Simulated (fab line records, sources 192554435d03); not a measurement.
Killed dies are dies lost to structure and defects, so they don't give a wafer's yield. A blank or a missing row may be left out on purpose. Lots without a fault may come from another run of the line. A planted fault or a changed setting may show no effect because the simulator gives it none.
Problem report in the 8D (eight disciplines) form, filled by code | flow n5_finfet | the parts of the form that need people (team, actions taken, sign-off) are left out

1. THE PROBLEM
barrier_field_endpoint_s at N5_BEOL_M1_CMP_52 reads a mean of 14.1 s on 3 wafers of 2 lots; wafers without a fault read 24.9 s with a standard deviation of 0.66. That is -16 standard deviations from the usual mean.
The step: polishes, stops on SiOC, t overpolish 6.8 s, target thk 40 nm.
First seen on wafer L119.4, day 10 00:12, on cmp-03. The record holds 33 wafers of 11 lots with a number at this step. Rule for "out", or "out of limits": more than 4 standard deviations from the usual mean. The other wafers with a number count as sound.

2. WHAT IT IS AND WHAT IT IS NOT
question                    | is                                           | is not
which readings at this step | barrier_field_endpoint_s, time_to_endpoint_s | edge_zone_pressure_frac, motor_current_A, slurry_flow_ml_min
which lots                  | L119, L122                                   | L106, L107, L110, L111, L112, L113, L118, L125, L126
which wafers of those lots  | L119.4, L122.3, L122.4                       | L119.2, L119.6, L122.6
read on which tools         | cmp-03                                       | cmp-02, cmp-04
when                        | from day 10 00:12                            | up to then (20 sound wafers); but 10 sound wafers of L118, L122, L125, L126 came after

3. SUSPECTS, AND WHAT RULES EACH OUT
Counting: a tool at a process step up to the reading stays a suspect if it ran every lot that is out. Sound lots after the first of them don't rule it out here, since some wafers of a struck lot are sound.
- cmp-03 at N5_BEOL_M1_CMP_52 (polishes, stops on SiOC, t overpolish 6.8 s, target thk 40 nm): kept. It ran every lot that is out, first L119 (day 10 00:12); its last sound lot up to then is L112 (day 9 00:44). Its own readings are out on those wafers: barrier_field_endpoint_s, time_to_endpoint_s.
Left after counting: cmp-03 at N5_BEOL_M1_CMP_52.

4. THE CAUSE (what the simulator had put in)
Process parameter drift: cmp-03, from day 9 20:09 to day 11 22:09, at N5_BEOL_M1_CMP_52. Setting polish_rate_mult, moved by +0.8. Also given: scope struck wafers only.
Counting left only this tool.

5. THE CHAIN OF EFFECTS, in route order
Each row: a reading whose mean over the struck wafers that have a number lies more than 3 standard deviations from the usual. Only readings for which the record gives a usual standard deviation are gone through. hours: the time from each lot's start at the first step in this table that gives one to its start at this step, as a median over the lots. sigmas: the change in usual standard deviations.
hours | step              | reading                  | usual  | on struck wafers | change | sigmas
0     | N5_BEOL_M1_CMP_52 | barrier_field_endpoint_s | 24.9 s | 14.1             | -10.8  | -16
0     | N5_BEOL_M1_CMP_52 | time_to_endpoint_s       | 63 s   | 36               | -27    | -7.4
The process steps in it:
- N5_BEOL_M1_CMP_52: polishes, stops on SiOC, t overpolish 6.8 s, target thk 40 nm.
Later measuring or inspecting steps at which every struck wafer that the step has a row for has a number for every such reading, and none has moved that far: N5_BEOL_M4_RC_MEAS_101.

6. WHAT WOULD HAVE CAUGHT IT SOONER
In this record the first reading out of limits was taken at day 10 00:12, 4 hours after the fault began at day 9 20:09.
